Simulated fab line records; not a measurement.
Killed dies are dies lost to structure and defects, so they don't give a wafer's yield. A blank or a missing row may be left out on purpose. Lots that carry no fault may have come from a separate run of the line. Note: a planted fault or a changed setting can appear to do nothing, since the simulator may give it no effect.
8D (eight disciplines) problem report, filled in by code || flow nand harc || the parts of the form that need people (team, actions taken, sign-off) are left out

== 1. THE ISSUE ==
At NHARC_A_STAIRCASE_TRIM_233, run length s averages 223.8 s over 9 wafers from 3 lots, while fault-free wafers read 232.7 s, standard deviation 0.44. Measured from the usual mean, that is -20 standard deviations.
The step: chemistry O2, time 211.2 s.
Seen first at day 15 10:32 on rie diel-01, wafer L605.2. The record has a number at this step for 30 wafers belonging to 10 lots. Rule for "out", or "out of limits": more than 4 standard deviations from the usual mean. Any other wafer with a number is counted as sound.

== 2. WHAT IT IS, WHAT IT ISN'T ==
{"question": "which readings at this step", "is": "run length s", "is not": "drypump motor current A, rf vpp V"}
{"question": "which lots", "is": "L604, L605, L606", "is not": "L589, L591, L592, L593, L608, L611, L612"}
{"question": "which wafers of those lots", "is": "all that have a number", "is not": "-"}
{"question": "read on which tools", "is": "rie diel-01", "is not": "rie diel-09, rie diel-10"}
{"question": "when", "is": "from day 15 10:32", "is not": "up to then (12 sound wafers); but 9 sound wafers of L608, L611, L612 came after"}

== 3. WHAT RULES OUT EACH SUSPECT ==
Counting: a tool stays on the suspect list if, at a process step up to the reading, it processed all lots that are out and no sound lot following the first of them.
- rie diel-01 at NHARC_A_STAIRCASE_TRIM_233 (chemistry O2, time 211.2 s): kept. It ran every lot that is out, first L605 (day 15 10:32), and no sound lot after that; its last sound lot up to then is L592 (day 11 18:48). On those wafers its own readings are out: run length s.
The count leaves rie diel-01 at NHARC_A_STAIRCASE_TRIM_233.

== 4. THE CAUSE (what the simulator had put in) ==
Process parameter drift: rie diel-01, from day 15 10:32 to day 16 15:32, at NHARC_A_STAIRCASE_TRIM_233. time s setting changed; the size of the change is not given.
This tool alone remained once counting was done.

== 5. SEQUENCE OF EFFECTS, ordered by route ==
Each row: a reading where the mean over the struck wafers with a number is more than 3 standard deviations away from the usual. Only readings for which the record gives a usual standard deviation are gone through. hours: the time from each lot's start at the first step in this table that gives one to its start at this step, as a median over the lots. sigmas: the change in usual standard deviations.
{"hours": 0, "step": "NHARC_A_STAIRCASE_TRIM_233", "reading": "run length s", "usual": "232.7 s", "on struck wafers": 223.8, "change": -8.9, "sigmas": -20}
It contains these process steps:
- NHARC_A_STAIRCASE_TRIM_233: chemistry O2, time 211.2 s.
Later measuring or inspecting steps at which every struck wafer that the step has a row for has a number for every such reading, and none has moved that far: NHARC_END_SORT_01.

== 6. HOW IT WOULD HAVE BEEN CAUGHT EARLIER ==
In this record the first reading out of limits was taken at day 15 10:32.
